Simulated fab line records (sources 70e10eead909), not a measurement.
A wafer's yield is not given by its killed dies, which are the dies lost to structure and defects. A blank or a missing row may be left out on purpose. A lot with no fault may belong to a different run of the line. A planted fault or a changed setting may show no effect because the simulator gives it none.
Matching of chambers | flow nand-harc | NHARC_A_STAIRCASE_DESCUM_291 on rie-diel-03 has 4 sister chambers
The step chemistry O2, time 3 s. 4 wafers are shown with their chamber, then 7 later ones without.

## EACH WAFER AND ITS CHAMBER
wafer  | chamber | showerhead-plenum-p-Torr (Torr)
L077.3 | 1       | 1.76
L083.3 | 0       | 1.91
L086.1 | 2       | 1.90
L086.2 | 3       | 1.87

## WAFERS WITHOUT THEIR CHAMBER
wafer  | showerhead-plenum-p-Torr (Torr)
L086.5 | 1.91
L089.3 | 1.86
L089.4 | 1.91
L089.6 | 1.89
L091.1 | 2.07
L091.2 | 1.86
L091.3 | 1.91

## THE CHAMBER EACH PASSED THROUGH
wafer  | from the rows above               | in truth
L086.5 | can't be placed: 0 or 2 or 3      | 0
L089.3 | can't be placed: 3 or 2 or 0 or 1 | 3
L089.4 | can't be placed: 0 or 2 or 3      | 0
L089.6 | can't be placed: 2 or 3 or 0 or 1 | 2
L091.1 | can't be placed: 0 or 2 or 3      | 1
L091.2 | can't be placed: 3 or 2 or 0 or 1 | 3
L091.3 | can't be placed: 0 or 2 or 3      | 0
0 of 7 placed correctly. Cannot be placed on the basis of these rows: 7; the candidates contain the true chamber in 6. Placed wrongly: 0.
How it was worked out, from the rows above alone: a wafer's distance from a chamber is the root of the sum, over the readings, of the square of ((its reading less the chamber's mean) divided by the reading's scatter). The wafer belongs to the nearest chamber; if the next one is less than 2 further off, it can't be placed. The mean given for a chamber averages the wafers shown for that chamber. The scatter: with one shown wafer a chamber, the root of the mean of the squares of how far each hidden wafer lies from its nearest shown one.
